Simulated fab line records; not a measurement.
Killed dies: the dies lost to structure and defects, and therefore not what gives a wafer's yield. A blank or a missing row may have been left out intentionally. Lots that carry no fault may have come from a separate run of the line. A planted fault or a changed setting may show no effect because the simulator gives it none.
fab line records | flow n5-finfet
[record] lots = 10 | wafers = 29 | last-day = 17
route steps=1938 shown BEOL_M15@1819 MIM_BOT_LITHO@1864 MIM_BOT_ETCH@1866 TV_LITHO@1885 TV_OPEN@1887 PASSIVATION@1936
lots with no fault: from the same line, run without faults
start-h: hours from the record's first day to the start of the lot's first wafer shown | wait-h: hours from the lot's prior step to this one | " the same as in the row above | L1.1+2: several wafers, shown together as one row | - no value, or no start was given | * or withheld: withheld | < > ~ a bound
route shown NAME@n: a module of which the file shows steps, and the number in the route of the first | usual: mean/standard deviation of fault-free wafers | same: alike in all rows | chamber/n: place in a boat | sites: the reading at each site | _std_site: how widely they spread, as a standard deviation | _edge_site: mean of outer sites minus mean of inner sites | radius-mm: for every site, how far away it sits from the centre of the wafer | mask NAME#n: copy n | behind: tool/chamber where the wafer was last shaped | hold: why the lot went on hold/how many hours it stayed there/how the hold came to an end | device: transistor that didn't switch, given as n, p or np | end of line: the route-end tests of the same wafers | step lacking rows: just its recipe | killed: the dies lost at the first sort to structure and to defects; this is not the yield of the wafer | map: the dies of a wafer, with x for killed, . for not killed, _ for no die there
set.NAME: the setting the step ran with; set.NAME@STEP: the setting that earlier step ran with | model.NAME: the simulator's own value behind a step, which no gauge read
a sample of lots followed through the steps of the route, with each step as a table and each wafer as a row
services: from which hour (start-h, from the record's first day; less than 0 if before it) a tool's chamber was out of use, for how many hours, and why
[[steps]]
[step N5_BEOL_M15_SPUTTER_43]
[recipe] material = TaN | target-thk-a = 150 | temp-c = 50 | bias-v = 168.6 | power-w = 15000 | chamber-pressure-pa = 0.12 | time-s = 24.19
[usual] throttle-valve-pct = 29.8/1
lot.wafer | tool           | chamber | start-h | wait-h | throttle-valve-pct
L855.1    | pvd-sputter-01 | -       | 267.83  | 0.0    | 29.4
L855.2    | "              | -       | "       | "      | 30.0
L855.4    | "              | -       | "       | "      | 30.6
L858.1    | pvd-sputter-03 | -       | 280.75  | 0.0    | 31.2
L858.2    | "              | -       | "       | "      | 29.9
L858.3    | "              | -       | "       | "      | 28.1
L860.1    | pvd-sputter-01 | -       | 295.33  | 0.0    | 29.9
L860.2    | "              | -       | "       | "      | 29.5
L860.6    | "              | -       | "       | "      | 30.5
L865.2    | pvd-sputter-03 | -       | 321.58  | 0.0    | 28.8
L865.6    | "              | -       | "       | "      | 28.1
L868.1    | pvd-sputter-03 | -       | 337.24  | 0.0    | 28.2
L868.3    | "              | -       | "       | "      | 31.4
L868.6    | "              | -       | "       | "      | 28.4
L870.1    | pvd-sputter-02 | -       | 360.29  | 0.0    | 29.0
L870.5    | "              | -       | "       | "      | 31.4
L870.6    | "              | -       | "       | "      | 30.6
L873.2    | pvd-sputter-03 | -       | 373.11  | 0.0    | 28.8
L873.4    | "              | -       | "       | "      | 29.6
L873.6    | "              | -       | "       | "      | 28.3
L872.1    | pvd-sputter-01 | -       | 376.74  | 0.0    | 30.5
L872.2    | "              | -       | "       | "      | 30.7
L872.4    | "              | -       | "       | "      | 29.7
L875.2    | pvd-sputter-02 | -       | 384.35  | 0.0    | 31.7
L875.4    | "              | -       | "       | "      | 30.4
L875.6    | "              | -       | "       | "      | 30.3
L876.3    | pvd-sputter-02 | -       | 397.53  | 0.0    | 31.7
L876.4    | "              | -       | "       | "      | 29.1
L876.5    | "              | -       | "       | "      | 29.2
[step N5_MIM_BOT_LITHO_INSPECT_12]
[recipe] mode = adi | inspect-instrument = macro
[usual] raw-defect-count = 2.0/1.4
lot.wafer | tool              | chamber | start-h | wait-h | raw-defect-count
L855.1    | defect-inspect-01 | -       | 274.16  | 0.0    | 1
L855.2    | "                 | -       | "       | "      | 0
L855.4    | "                 | -       | "       | "      | 0
L858.1    | defect-inspect-02 | -       | 285.73  | 0.0    | 0
L858.2    | "                 | -       | "       | "      | 3
L858.3    | "                 | -       | "       | "      | 1
L860.1    | defect-inspect-01 | -       | 301.37  | 0.0    | 3
L860.2    | "                 | -       | "       | "      | 1
L860.6    | "                 | -       | "       | "      | 2
L865.2    | defect-inspect-01 | -       | 328.34  | 0.0    | 2
L865.6    | "                 | -       | "       | "      | 2
L868.1    | defect-inspect-02 | -       | 343.67  | 0.0    | 4
L868.3    | "                 | -       | "       | "      | 3
L868.6    | "                 | -       | "       | "      | 1
L870.1    | defect-inspect-01 | -       | 369.63  | 0.0    | 2
L870.5    | "                 | -       | "       | "      | 1
L870.6    | "                 | -       | "       | "      | 2
L873.2    | defect-inspect-01 | -       | 379.27  | 0.0    | 0
L873.4    | "                 | -       | "       | "      | 3
L873.6    | "                 | -       | "       | "      | 0
L872.1    | defect-inspect-01 | -       | 382.88  | 0.0    | 2
L872.2    | "                 | -       | "       | "      | 2
L872.4    | "                 | -       | "       | "      | 2
L875.2    | defect-inspect-01 | -       | 390.94  | 0.0    | 4
L875.4    | "                 | -       | "       | "      | 2
L875.6    | "                 | -       | "       | "      | 2
L876.3    | defect-inspect-01 | -       | 403.89  | 0.0    | 0
L876.4    | "                 | -       | "       | "      | 7
L876.5    | "                 | -       | "       | "      | 2
[step N5_MIM_BOT_ETCH_ETCH_04]
[recipe] chemistry = CF4/O2 | target = SiNx | target-depth-a = 260 | time-s = 13 | ion-energy-ev = 100 | pressure-mtorr = 40 | source-w = 535 | bias-w = 49 | Ar_flow_sccm = 100 | cf4-flow-sccm = 100 | O2_flow_sccm = 10
[usual] chamber-pressure-mTorr = 40.00/0.038 | drypump-motor-current-A = 5.6/0.48 | oes-product-au = 0.81/0.086 | rf-vpp-V = 238.6/1.9 | showerhead-plenum-p-Torr = 2.20/0.057 | throttle-valve-pct = 15.96/0.18
lot.wafer | tool        | chamber | start-h | wait-h | chamber-pressure-mTorr | drypump-motor-current-A | oes-product-au | rf-hours-counter-h | rf-vpp-V | showerhead-plenum-p-Torr | throttle-valve-pct
L855.1    | rie-diel-04 | 0       | 274.26  | 0.0    | 40.02                  | 5.6                     | 0.91           | 17                 | 238.2    | 2.17                     | 15.99
L855.2    | "           | 3       | "       | "      | 40.03                  | 5.7                     | 0.72           | 227                | 240.1    | 2.09                     | 15.90
L855.4    | "           | 1       | "       | "      | 40.03                  | 5.6                     | 0.66           | 247                | 241.2    | 2.17                     | 16.06
L858.1    | rie-diel-01 | 0       | 285.83  | 0.0    | 39.95                  | 5.4                     | 0.87           | 48                 | 238.5    | 2.24                     | 16.15
L858.2    | "           | 2       | "       | "      | 40.00                  | 5.5                     | 0.69           | 216                | 240.4    | 2.19                     | 15.99
L858.3    | "           | 3       | "       | "      | 40.04                  | 5.8                     | 0.84           | 70                 | 238.0    | 2.23                     | 15.88
L860.1    | rie-diel-01 | 3       | 301.47  | 0.0    | 39.99                  | 5.8                     | 0.83           | 75                 | 236.0    | 2.23                     | 15.92
L860.2    | "           | 2       | "       | "      | 39.99                  | 5.5                     | 0.69           | 221                | 240.1    | 2.18                     | 15.97
L860.6    | "           | 2       | "       | "      | 40.02                  | 5.5                     | 0.68           | -                  | 240.0    | 2.18                     | 16.00
L865.2    | rie-diel-01 | 0       | 328.44  | 0.0    | 39.95                  | 5.3                     | 0.85           | 63                 | 240.2    | 2.24                     | 16.18
L865.6    | "           | 1       | "       | "      | 39.96                  | 4.9                     | 0.82           | -                  | 237.0    | 2.15                     | 15.76
L868.1    | rie-diel-01 | 1       | 343.77  | 0.0    | 40.01                  | 4.8                     | 0.81           | 81                 | 235.6    | 2.14                     | 15.76
L868.3    | "           | 2       | "       | "      | 39.99                  | 5.5                     | 0.68           | 236                | 240.7    | 2.18                     | 16.03
L868.6    | "           | 1       | "       | "      | 39.96                  | 4.8                     | 0.81           | -                  | 236.7    | 2.14                     | 15.78
L870.1    | rie-diel-06 | 0       | 369.73  | 0.0    | 40.00                  | 5.5                     | 0.70           | 215                | 241.3    | 2.27                     | 16.27
L870.5    | "           | 1       | "       | "      | 40.01                  | 5.3                     | 0.91           | -                  | 235.6    | 2.16                     | 15.67
L870.6    | "           | 2       | "       | "      | 39.99                  | 5.4                     | 0.83           | -                  | 236.6    | 2.14                     | 15.92
L873.2    | rie-diel-06 | 0       | 379.37  | 0.0    | 40.02                  | 5.5                     | 0.69           | 219                | 238.6    | 2.26                     | 16.30
L873.4    | "           | 3       | "       | "      | 39.98                  | 6.8                     | 0.68           | 246                | 238.9    | 2.25                     | 16.21
L873.6    | "           | 0       | "       | "      | 40.02                  | 5.5                     | 0.70           | -                  | 241.0    | 2.26                     | 16.29
L872.1    | rie-diel-06 | 1       | 382.98  | 0.0    | 40.01                  | 5.3                     | 0.90           | 24                 | 236.3    | 2.16                     | 15.69
L872.2    | "           | 2       | "       | "      | 40.01                  | 5.4                     | 0.82           | 81                 | 237.9    | 2.14                     | 15.93
L872.4    | "           | 3       | "       | "      | 40.04                  | 6.8                     | 0.69           | 247                | 237.8    | 2.25                     | 16.21
L875.2    | rie-diel-06 | 0       | 391.04  | 0.0    | 39.94                  | 5.5                     | 0.69           | 223                | 239.5    | 2.26                     | 16.28
L875.4    | "           | 3       | "       | "      | 40.01                  | 6.8                     | 0.68           | 251                | 239.7    | 2.25                     | 16.21
L875.6    | "           | 1       | "       | "      | 40.00                  | 5.3                     | 0.87           | -                  | 234.1    | 2.16                     | 15.68
L876.3    | rie-diel-06 | 0       | 403.99  | 0.0    | 40.01                  | 5.5                     | 0.69           | 228                | 240.4    | 2.26                     | 16.29
L876.4    | "           | 2       | "       | "      | 40.01                  | 5.4                     | 0.81           | -                  | 237.1    | 2.14                     | 15.96
L876.5    | "           | 1       | "       | "      | 40.06                  | 5.3                     | 0.87           | -                  | 236.7    | 2.16                     | 15.71
[step N5_PASSIVATION_INSPECT_61]
[recipe] mode = adi | inspect-instrument = macro
[usual] raw-defect-count = 2.0/1.4
lot.wafer | tool              | chamber | start-h | wait-h | raw-defect-count
L855.1    | defect-inspect-01 | -       | 276.01  | 0.0    | 3
L855.2    | "                 | -       | "       | "      | 2
L855.4    | "                 | -       | "       | "      | 6
L858.1    | defect-inspect-02 | -       | 289.11  | 0.0    | 2
L858.2    | "                 | -       | "       | "      | 3
L858.3    | "                 | -       | "       | "      | 4
L860.1    | defect-inspect-02 | -       | 305.68  | 0.0    | 1
L860.2    | "                 | -       | "       | "      | 5
L860.6    | "                 | -       | "       | "      | 4
L865.2    | defect-inspect-02 | -       | 330.36  | 0.0    | >300
L865.6    | "                 | -       | "       | "      | >300
L868.1    | defect-inspect-02 | -       | 349.12  | 0.0    | >300
L868.3    | "                 | -       | "       | "      | >300
L868.6    | "                 | -       | "       | "      | >300
L870.1    | defect-inspect-02 | -       | 371.46  | 0.0    | 3
L870.5    | "                 | -       | "       | "      | 4
L870.6    | "                 | -       | "       | "      | 0
L873.2    | defect-inspect-02 | -       | 380.83  | 0.0    | 1
L873.4    | "                 | -       | "       | "      | 1
L873.6    | "                 | -       | "       | "      | 3
L872.1    | defect-inspect-02 | -       | 384.45  | 0.0    | 1
L872.2    | "                 | -       | "       | "      | 2
L872.4    | "                 | -       | "       | "      | 4
L875.2    | defect-inspect-02 | -       | 393.74  | 0.0    | 1
L875.4    | "                 | -       | "       | "      | 2
L875.6    | "                 | -       | "       | "      | 2
L876.3    | defect-inspect-01 | -       | 406.60  | 0.0    | 0
L876.4    | "                 | -       | "       | "      | 3
L876.5    | "                 | -       | "       | "      | 1
[step N5_PASSIVATION_PASS_ETCH_74]
[recipe] chemistry = CF4/O2 | target = SiNx | target-depth-a = 2200 | time-s = 110 | ion-energy-ev = 100 | pressure-mtorr = 40 | source-w = 535 | bias-w = 49 | Ar_flow_sccm = 100 | cf4-flow-sccm = 100 | O2_flow_sccm = 10
[usual] chamber-pressure-mTorr = 40.00/0.038 | drypump-motor-current-A = 5.6/0.52 | oes-product-au = 0.82/0.11 | rf-vpp-V = 239/4.4 | showerhead-plenum-p-Torr = 2.20/0.07 | throttle-valve-pct = 15.96/0.19
lot.wafer | tool        | chamber | start-h | wait-h | chamber-pressure-mTorr | drypump-motor-current-A | oes-product-au | rf-hours-counter-h | rf-vpp-V | showerhead-plenum-p-Torr | throttle-valve-pct
L855.1    | rie-diel-03 | 1       | 276.11  | 0.0    | 39.97                  | 5.4                     | 0.78           | 136                | 238      | 2.21                     | 15.91
L855.2    | "           | 2       | "       | "      | 40.03                  | 4.8                     | 0.91           | 34                 | 237      | 2.25                     | 15.89
L855.4    | "           | 3       | "       | "      | 40.04                  | 5.3                     | 0.68           | 229                | 239      | 2.18                     | 16.09
L858.1    | rie-diel-03 | 1       | 289.34  | 0.0    | 39.92                  | 5.4                     | 0.78           | 142                | 239      | 2.21                     | 15.91
L858.2    | "           | 3       | "       | "      | 40.08                  | 5.3                     | 0.67           | 233                | 239      | 2.18                     | 16.09
L858.3    | "           | 2       | "       | "      | 39.96                  | 4.8                     | 0.89           | 39                 | 237      | 2.25                     | 15.91
L860.1    | rie-diel-05 | 1       | 305.78  | 0.0    | 40.01                  | 5.0                     | 0.68           | 247                | 238      | 2.25                     | 15.96
L860.2    | "           | 3       | "       | "      | 40.01                  | 5.5                     | 0.71           | 211                | 235      | 2.10                     | 16.20
L860.6    | "           | 3       | "       | "      | 39.95                  | 5.5                     | 0.72           | -                  | 233      | 2.10                     | 16.21
L865.2    | rie-diel-05 | 1       | 330.46  | 0.0    | 39.97                  | 5.0                     | 1.04           | 0                  | 239      | 2.25                     | 15.50
L865.6    | "           | 1       | "       | "      | 40.01                  | 5.0                     | 1.03           | -                  | 236      | 2.25                     | 15.49
L868.1    | rie-diel-05 | 1       | 349.22  | 0.0    | 39.98                  | 5.1                     | 1.00           | 4                  | 237      | 2.25                     | 15.53
L868.3    | "           | 0       | "       | "      | 40.05                  | 6.4                     | 0.92           | 34                 | 241      | 2.16                     | 16.01
L868.6    | "           | 1       | "       | "      | 39.96                  | 5.1                     | 1.00           | -                  | 238      | 2.25                     | 15.51
L870.1    | rie-diel-03 | 2       | 371.73  | 0.0    | 40.00                  | 4.8                     | 0.85           | 68                 | 237      | 2.24                     | 15.95
L870.5    | "           | 3       | "       | "      | 40.06                  | 5.3                     | 0.98           | -                  | 240      | 2.17                     | 15.67
L870.6    | "           | 2       | "       | "      | 40.04                  | 4.8                     | 0.85           | -                  | 237      | 2.24                     | 15.96
L873.2    | rie-diel-05 | 1       | 380.92  | 0.0    | 39.97                  | 5.0                     | 0.97           | 11                 | 237      | 2.24                     | 15.50
L873.4    | "           | 0       | "       | "      | 40.01                  | 6.4                     | 0.88           | 44                 | 242      | 2.16                     | 16.04
L873.6    | "           | 3       | "       | "      | 40.00                  | 5.5                     | 0.69           | -                  | 234      | 2.09                     | 16.24
L872.1    | rie-diel-05 | 1       | 384.55  | 0.0    | 40.00                  | 5.0                     | 0.97           | 13                 | 237      | 2.25                     | 15.51
L872.2    | "           | 3       | "       | "      | 40.11                  | 5.5                     | 0.69           | 238                | 234      | 2.09                     | 16.26
L872.4    | "           | 2       | "       | "      | 40.00                  | 6.4                     | 0.89           | 28                 | 248      | 2.34                     | 15.92
L875.2    | rie-diel-03 | 0       | 394.31  | 0.0    | 39.98                  | 5.6                     | 0.73           | 166                | 235      | 2.19                     | 15.97
L875.4    | "           | 2       | "       | "      | 40.04                  | 4.9                     | 0.85           | 75                 | 236      | 2.23                     | 15.97
L875.6    | "           | 0       | "       | "      | 40.03                  | 5.5                     | 0.73           | -                  | 236      | 2.19                     | 15.97
L876.3    | rie-diel-03 | 2       | 406.73  | 0.0    | 40.01                  | 4.9                     | 0.84           | 79                 | 235      | 2.23                     | 15.98
L876.4    | "           | 0       | "       | "      | 40.04                  | 5.6                     | 0.74           | 171                | 237      | 2.19                     | 15.99
L876.5    | "           | 3       | "       | "      | 39.99                  | 5.3                     | 0.94           | -                  | 239      | 2.17                     | 15.69
[step N5_PASSIVATION_PROBE_49]
[usual] defect-limited-yield = 91.5/1.4 | killed_at_M0_to_M3 = 33/10 | killed_at_M4_up = 13/5 | killed-at-contacts = 13/5.6 | killed-at-front-end = 38/12 | killed-at-other = 3.9/2.7 | killed-dies = 100/16 | killed-on-rim = 13/4 | killed-open = 66/13 | killed-short = 32/7.2 | sort_bin_5_function = 5.0/0.97 | sort_bin_6_memory = 3.2/0.61 | sort-n-pass = 1080/16 | sort-yield-pct = 91.5/1.4
[same] gross-dies = 1180 | killed-at-back-side = 0 | sort_bin_4_leakage[%] = 0 | sort_bin_8_speed[%] = 0
lot.wafer | tool      | chamber | start-h | wait-h | defect-limited-yield[%] | killed_at_M0_to_M3 | killed_at_M4_up | killed-at-contacts | killed-at-front-end | killed-at-other | killed-dies | killed-on-rim | killed-open | killed-short | sort_bin_5_function[%] | sort_bin_6_memory[%] | sort-n-pass | sort-yield-pct[%]
L865.2    | prober-01 | -       | 337.06  | 0.1    | 81.7                    | 30                 | 12              | 25                 | 50                  | 99              | 216         | 23            | 77          | 40           | 11.9                   | 4.7                  | 964         | 81.7
L865.6    | prober-01 | -       | 337.26  | 0.3    | 83.3                    | 41                 | 4               | 11                 | 29                  | 112             | 197         | 17            | 61          | 26           | 9.7                    | 5.0                  | 983         | 83.3
L868.1    | prober-02 | -       | 356.75  | 0.0    | 84.2                    | 29                 | 19              | 15                 | 20                  | 104             | 187         | 22            | 53          | 30           | 10.3                   | 3.8                  | 993         | 84.2
L868.3    | prober-02 | -       | 356.85  | 0.1    | 82.4                    | 50                 | 13              | 12                 | 22                  | 111             | 208         | 17            | 70          | 27           | 12.1                   | 3.9                  | 972         | 82.4
L868.6    | prober-02 | -       | 357.00  | 0.3    | 83.9                    | 35                 | 5               | 8                  | 37                  | 105             | 190         | 13            | 67          | 19           | 11.1                   | 3.4                  | 990         | 83.9
// killed by level:class
L865.2 MIM_BOT_ETCH:unspecified=97 STI_FIN_REVEAL:geometric-particle:open=21 MOL_CONTACT_COAG:geometric-particle:open=17 FIN_SAQP:geometric-particle:open=9 BEOL_M0_SAQP:geometric-particle:open=9 BEOL_M0_SAQP:geometric-particle:short=9 MOL_CONTACT_COAG:geometric-particle:short=8 FIN_SAQP:geometric-particle:short=7
L865.6 MIM_BOT_ETCH:unspecified=110 FIN_SAQP:geometric-particle:open=13 BEOL_M2:geometric-particle:open=12 MOL_CONTACT_COAG:geometric-particle:open=10 BEOL_M3:geometric-particle:open=7 BEOL_M1:geometric-particle:open=6 BEOL_M0_SAQP:geometric-particle:short=5 BEOL_M0_SAQP:geometric-particle:open=5
L868.1 MIM_BOT_ETCH:unspecified=104 MOL_CONTACT_COAG:geometric-particle:open=9 BEOL_M4:geometric-particle:open=9 BEOL_M3:geometric-particle:open=8 MOL_CONTACT_COAG:geometric-particle:short=6 FIN_SAQP:geometric-particle:open=4 BEOL_M0_SAQP:geometric-particle:short=4 BEOL_M2:geometric-particle:short=4
L868.3 MIM_BOT_ETCH:unspecified=109 BEOL_M0_SAQP:geometric-particle:short=11 BEOL_M3:geometric-particle:open=11 MOL_CONTACT_COAG:geometric-particle:open=9 BEOL_M2:geometric-particle:open=7 BEOL_M0_SAQP:geometric-particle:open=6 BEOL_M4:geometric-particle:open=6 DUMMY_GATE:geometric-particle:open=5
L868.6 MIM_BOT_ETCH:unspecified=103 STI_FIN_REVEAL:geometric-particle:open=11 BEOL_M1:geometric-particle:open=10 FIN_SAQP:geometric-particle:short=8 MOL_CONTACT_COAG:geometric-particle:open=8 BEOL_M0_SAQP:geometric-particle:open=8 FIN_SAQP:geometric-particle:open=7 BEOL_M2:geometric-particle:open=7
[[services]]
tool           | chamber | start-h | hours | kind
rie-diel-05    | -       | 253.86  | 0.2   | repair
rie-diel-04    | 0       | 265.68  | 8.2   | repair
rie-diel-05    | 2       | 270.57  | -     | clean
rie-diel-05    | 2       | 270.57  | -     | consumable-replace:focus-ring
rie-diel-06    | 2       | 272.24  | 7.4   | repair
rie-diel-06    | 1       | 298.26  | -     | clean
rie-diel-06    | 1       | 298.26  | -     | consumable-replace:focus-ring
rie-diel-06    | 1       | 298.26  | 15.7  | scheduled-down
rie-diel-06    | 1       | 298.26  | 15.7  | vent-cycle
rie-diel-04    | 2       | 302.97  | 9.8   | repair
rie-diel-03    | 0       | 312.23  | 12.7  | repair
pvd-sputter-02 | -       | 346.69  | 2.1   | repair
rie-diel-03    | 3       | 348.85  | -     | clean
rie-diel-03    | 3       | 348.85  | -     | consumable-replace:focus-ring
rie-diel-03    | 3       | 348.85  | 13.8  | scheduled-down
rie-diel-03    | 3       | 348.85  | 13.8  | vent-cycle
pvd-sputter-03 | -       | 357.26  | 3.2   | repair
pvd-sputter-03 | -       | 361.68  | 0.8   | repair
rie-diel-04    | 3       | 365.39  | 33.5  | repair
rie-diel-05    | 1       | 367.43  | 4.6   | repair
rie-diel-01    | 3       | 375.61  | 9.6   | repair
rie-diel-01    | -       | 391.96  | 1.8   | repair
rie-diel-06    | 3       | 397.41  | 15.8  | repair
rie-diel-06    | 1       | 404.82  | 7.0   | repair
[[key]]
[first-sign] step = N5_PASSIVATION_INSPECT_61 | reading = raw-defect-count | direction = up | sigmas = 99+ | usual = 2.0 | struck = >300
[effect] step = N5_PASSIVATION_PROBE_49 | reading = killed-at-other | direction = up | sigmas = 37 | usual = 3.9 | struck = 106.2
[more-kills-born-at] N5_MIM_BOT_ETCH_ETCH_04@rie-diel-01 = 523
met-at N5_MIM_BOT_ETCH_ETCH_04
struck-lots L865,L868
not-acting-at N5_BEOL_M15_SPUTTER_43,N5_MIM_BOT_LITHO_INSPECT_12,N5_PASSIVATION_PASS_ETCH_74
onset-between 301.47 328.44
[fault] kind = chamber-particle-source | tool = rie-diel-01 | chamber = - | onset-h = 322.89 | steps = N5_MIM_BOT_ETCH_ETCH_04 | rate-per-visit-cm2 = 0.561 | end-h = 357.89
